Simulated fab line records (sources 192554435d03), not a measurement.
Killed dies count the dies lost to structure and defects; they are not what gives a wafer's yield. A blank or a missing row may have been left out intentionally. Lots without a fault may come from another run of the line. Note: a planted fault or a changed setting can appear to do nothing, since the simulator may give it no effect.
A single fault, viewed from 3 desks -- flow n5Finfet -- what lay behind the numbers comes last; until then each desk has only its own

## THE DEFECT DESK
For each lot, the counts of the inspections along the route, averaged over the sampled wafers that have a number. The brackets show how far a lot's mean lies from the usual mean; more than 4 standard deviations puts the lot out of limits, marked OUT.
Columns: A = rawDefectCount at N5_PASSIVATION_INSPECT_64, usual 1.9
lot,first seen here,A
L593,day 12 13:56,1.7
L599,day 13 20:56,1.5
L600,day 14 09:20,1.5
L603,day 14 19:47,1.5
L610,day 17 03:26,3.3
L614,day 18 00:13,1.3
L612,day 18 00:33,1.0
This desk's verdict: no lot among the 7 shows anything out of limits.

## METROLOGY DESK
What the gauges read for every lot (on any tool): the sampled wafers with a number, averaged. The brackets show how far a lot's mean lies from the usual mean; more than 4 standard deviations puts the lot out of limits, marked OUT.
Columns: A = cdNm at N5_PASSIVATION_CD_MEAS_30, usual 3999.5 nm; B = PAD_OVL at N5_PASSIVATION_OVL_MEAS_63, usual 1 nm
lot,first seen here,A,B
L593,day 12 13:53,3998.0,-6
L599,day 13 20:53,3998.9,8
L600,day 14 09:17,3999.6,7
L603,day 14 19:44,3996.3,-6
L610,day 17 03:23,3999.9,6
L614,day 18 00:09,3998.3,7
L612,day 18 00:29,4000.9,-0
This desk's verdict: no lot among the 7 shows anything out of limits.

## FOR THE TOOL OWNER'S DESK: rieMetal-03
The tool's own readings at N5_PASSIVATION_ETCH_59 (etches TaN in Cl2/BCl3, target depth 65 nm, time 34.9 s): means of the sampled wafers that have a number, for each lot that ran on this tool. The brackets show how far a lot's mean lies from the usual mean; more than 4 standard deviations puts the lot out of limits, marked OUT.
Columns: A = drypumpMotorCurrentA at N5_PASSIVATION_ETCH_59, usual 5.45 A; B = oesProductAu at N5_PASSIVATION_ETCH_59, usual 0.79 a.u.; C = throttleValvePct at N5_PASSIVATION_ETCH_59, usual 21.16 %
lot,first seen here,A,B,C
L593,day 12 14:29,5.41,0.84,21.11
L599,day 13 21:29,5.41,0.79,21.17
L600,day 14 10:22,5.39,0.69,21.39
L603,day 14 20:20,5.42,0.78,21.18
L610,day 17 04:04,5.41,0.73,21.26
This desk's verdict: no lot among the 5 shows anything out of limits.

## TAKEN TOGETHER
The defect desk saw nothing out of limits.
Metrology desk: nothing out of limits seen.
Nothing out of limits was seen by the tool owner's desk.

## WHAT THE SIMULATOR PUT IN
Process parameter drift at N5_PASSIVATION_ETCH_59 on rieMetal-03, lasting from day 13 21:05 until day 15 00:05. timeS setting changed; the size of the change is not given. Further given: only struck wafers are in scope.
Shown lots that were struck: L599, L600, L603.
